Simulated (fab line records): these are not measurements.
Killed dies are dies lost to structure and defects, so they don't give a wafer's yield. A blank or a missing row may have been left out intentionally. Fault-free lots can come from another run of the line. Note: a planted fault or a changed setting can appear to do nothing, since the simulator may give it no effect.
Chamber matching / flow n5 finfet / 4 sister chambers for N5_HKMG_FIN_ALD_21 on ald metal-04
The step deposits TiN, target thk 1.5 nm, pulse time 1 s, purge time 3 s. 22 wafers are shown with their chamber, then 11 later ones without.

WAFERS WITH THEIR CHAMBER
wafer=L075.3; chamber=3; heater power w (W)=1039; precursor pulse height rel=0.991
wafer=L075.4; chamber=2; heater power w (W)=1045; precursor pulse height rel=0.989
wafer=L075.5; chamber=0; heater power w (W)=831; precursor pulse height rel=0.999
wafer=L076.2; chamber=2; heater power w (W)=1068; precursor pulse height rel=0.982
wafer=L076.4; chamber=3; heater power w (W)=1028; precursor pulse height rel=0.994
wafer=L076.6; chamber=1; heater power w (W)=1028; precursor pulse height rel=0.982
wafer=L078.1; chamber=3; heater power w (W)=1011; precursor pulse height rel=0.980
wafer=L078.3; chamber=0; heater power w (W)=823; precursor pulse height rel=0.984
wafer=L078.6; chamber=1; heater power w (W)=1052; precursor pulse height rel=0.994
wafer=L085.2; chamber=1; heater power w (W)=1037; precursor pulse height rel=1.012
wafer=L085.4; chamber=0; heater power w (W)=828; precursor pulse height rel=0.996
wafer=L085.6; chamber=0; heater power w (W)=838; precursor pulse height rel=0.976
wafer=L087.2; chamber=1; heater power w (W)=1042; precursor pulse height rel=0.984
wafer=L087.5; chamber=1; heater power w (W)=1041; precursor pulse height rel=0.999
wafer=L087.6; chamber=0; heater power w (W)=835; precursor pulse height rel=1.001
wafer=L088.2; chamber=0; heater power w (W)=833; precursor pulse height rel=0.994
wafer=L088.3; chamber=1; heater power w (W)=1040; precursor pulse height rel=0.994
wafer=L088.5; chamber=1; heater power w (W)=1062; precursor pulse height rel=0.957
wafer=L091.4; chamber=1; heater power w (W)=1050; precursor pulse height rel=0.977
wafer=L091.5; chamber=3; heater power w (W)=1007; precursor pulse height rel=1.016
wafer=L091.6; chamber=2; heater power w (W)=1054; precursor pulse height rel=0.981
wafer=L093.1; chamber=3; heater power w (W)=1047; precursor pulse height rel=0.975

SIGNATURES (averages over the wafers above)
reading=heater power w; chamber 0=831.33; chamber 1=1044.00; chamber 2=1055.67; chamber 3=1026.40; scatter within a chamber=11.5
reading=precursor pulse height rel; chamber 0=0.99167; chamber 1=0.98738; chamber 2=0.98400; chamber 3=0.99120; scatter within a chamber=0.0138
Rule: for each reading, subtract the chamber's mean from the wafer's reading, divide by that reading's scatter and square the result; add these up over the readings and take the root, which gives the wafer's distance from the chamber. The wafer belongs to the nearest chamber; if the next one is less than 2 further off, it can't be placed. The scatter: take each reading less its chamber's mean, square it, sum over the shown wafers, divide by the number of wafers less the number of chambers, and take the root.

WAFERS MISSING THEIR CHAMBER
wafer=L093.4; heater power w (W)=1042; precursor pulse height rel=0.995
wafer=L093.5; heater power w (W)=1062; precursor pulse height rel=1.015
wafer=L094.2; heater power w (W)=803; precursor pulse height rel=0.996
wafer=L094.3; heater power w (W)=1062; precursor pulse height rel=0.998
wafer=L094.4; heater power w (W)=1033; precursor pulse height rel=1.010
wafer=L095.1; heater power w (W)=1023; precursor pulse height rel=1.004
wafer=L095.3; heater power w (W)=1029; precursor pulse height rel=0.975
wafer=L095.4; heater power w (W)=819; precursor pulse height rel=1.027
wafer=L097.1; heater power w (W)=1008; precursor pulse height rel=1.007
wafer=L097.4; heater power w (W)=1009; precursor pulse height rel=1.016
wafer=L097.5; heater power w (W)=822; precursor pulse height rel=0.981

WHICH CHAMBER EACH WENT THROUGH
wafer=L093.4; from the rows above=can't be placed: 1 or 3 or 2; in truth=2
wafer=L093.5; from the rows above=can't be placed: 2 or 1 or 3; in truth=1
wafer=L094.2; from the rows above=0; in truth=0
wafer=L094.3; from the rows above=can't be placed: 2 or 1 or 3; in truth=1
wafer=L094.4; from the rows above=can't be placed: 3 or 1 or 2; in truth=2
wafer=L095.1; from the rows above=can't be placed: 3 or 1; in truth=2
wafer=L095.3; from the rows above=can't be placed: 3 or 1 or 2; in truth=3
wafer=L095.4; from the rows above=0; in truth=0
wafer=L097.1; from the rows above=can't be placed: 3 or 1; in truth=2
wafer=L097.4; from the rows above=can't be placed: 3 or 1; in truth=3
wafer=L097.5; from the rows above=0; in truth=0
Correct placement for 3 of the 11. From these rows, 8 cannot be placed; in 6 the true chamber is one of the candidates. Wrongly placed: 0.
